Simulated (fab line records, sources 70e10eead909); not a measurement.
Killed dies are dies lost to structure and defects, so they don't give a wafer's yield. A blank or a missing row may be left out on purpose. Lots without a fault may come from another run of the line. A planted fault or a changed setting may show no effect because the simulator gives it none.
A struck lot beside a sound one | flow nand_harc | 15 steps out of a route of 1302
Sound: wafers L885.1, L885.2, L885.3. Struck: wafers L898.1, L898.2, L898.3. The cause comes at the end.
At each step with rows: each side's tool, then ch and its chambers, then its first start. Under that, the readings that differ: sound wafers | struck wafers | difference of the means | sigmas: that difference in standard deviations of wafers without a fault.
alike: readings whose means differ by less than 2 such deviations, and words and numbers that are the same on both sides. not compared: withheld readings, readings that some wafer has no value for, bounds like >300 that may hide the same value, and numbers for which the record gives no deviation and whose values overlap.
The two part at a step that has a row with sigmas, a row that says differs or no value, or rows on one side only. Numbers that don't overlap but have no deviation are shown without sigmas and don't part them. A reading that every wafer of one side lacks parts them only if that side has two wafers or more.

NHARC_P_M0_DESCUM_14: chemistry O2, time 3 s.
  sound on rie_diel-02 ch 1,2,3, day 9 09:03; struck on rie_diel-05 ch 0,1,3, day 14 20:43
  reading                | sound    | struck   | difference | sigmas
  rf_hours_counter_h (h) | 24 20 25 | 34 35 33 | +11        |
  alike: drypump_motor_current_A, oes_product_au, rf_vpp_V, showerhead_plenum_p_Torr, throttle_valve_pct
NHARC_P_M0_ETCH_34: etches the open film in N2/H2, target depth 40 nm, overetch 12 nm, time 43.94 s.
  sound on rie_diel-02 ch 0,1,3, day 9 09:08; struck on rie_diel-05 ch 0,1,2, day 14 20:48
  reading                | sound    | struck   | difference | sigmas
  rf_hours_counter_h (h) | 25 20 25 | 37 35 33 | +12        |
  alike: drypump_motor_current_A, h2_flow_sccm, oes_product_au, rf_vpp_V, showerhead_plenum_p_Torr, throttle_valve_pct
then, 1 step without rows for these wafers: NHARC_P_M0_ETCH_15 (etches the open film in C4F8/Ar, target depth 150 nm, overetch 15 nm, time 82.5 s).
NHARC_P_M0_CD_MEAS_16:
  sound on cd_sem-02, day 9 09:21; struck on cd_sem-02, day 14 21:01
  alike: cd_nm
NHARC_P_M0_STRIP_18: strips in N2/H2.
  sound on rie_diel-02 ch 0,1,3, day 9 09:25; struck on rie_diel-05 ch 0,2,3, day 14 21:05
  reading                | sound    | struck   | difference | sigmas
  rf_hours_counter_h (h) | 25 25 20 | 37 34 33 | +11        |
  alike: drypump_motor_current_A, h2_flow_sccm, oes_product_au, rf_vpp_V, showerhead_plenum_p_Torr, throttle_valve_pct
then, 4 steps without rows for these wafers: NHARC_P_M0_STRIP_19 (strips in post etch residue remover, time 600 s); NHARC_P_M0_DEGAS_28 (time 60 s); NHARC_P_M0_PRE_CLEAN_29 (time 30 s); NHARC_P_M0_PVD_20 (deposits TaN, target thk 5 nm, time 8.06 s).
NHARC_P_M0_PVD_21: deposits Cu, target thk 30 nm, time 20.49 s.
  sound on pvd_sputter-01; struck on pvd_sputter-01
  alike: throttle_valve_pct
then, 1 step without rows for these wafers: NHARC_P_M0_ECD_22 (material Cu, target thk 400 nm).
NHARC_P_M0_ANNEAL_30: time 90 s.
  sound on rtp_anneal-02 ch 0, day 9 10:45; struck on rtp_anneal-02 ch 0, day 14 22:23
  alike: wafer_temp_C_max
NHARC_P_M0_CMP_23: polishes, t overpolish 20 s, target thk 117.54 nm.
  sound on cmp-04 ch 1,2,3, day 9 11:05; struck on cmp-04 ch 1,2,3, day 14 22:43
  no value came back on the struck wafers for edge_zone_pressure_frac, motor_current_A (A), time_to_endpoint_s (s); on the sound wafers edge_zone_pressure_frac reads 1.004 1.000 1.002
NHARC_P_M0_THK_MEAS_24: measures by xrf.
  sound on film_metro-01, day 9 11:25; struck on film_metro-02, day 14 23:02
  reading     | sound             | struck            | difference | sigmas
  thk_nm (nm) | 115.0 115.2 118.5 | 397.2 400.5 401.7 | +283.6     | +99 or more
then, 1 step without rows for these wafers: NHARC_P_M0_SRD_25.

WHERE THEY PART
First at NHARC_P_M0_CMP_23; last, within this record, at NHARC_P_M0_THK_MEAS_24.

WHY: what the simulator had put in
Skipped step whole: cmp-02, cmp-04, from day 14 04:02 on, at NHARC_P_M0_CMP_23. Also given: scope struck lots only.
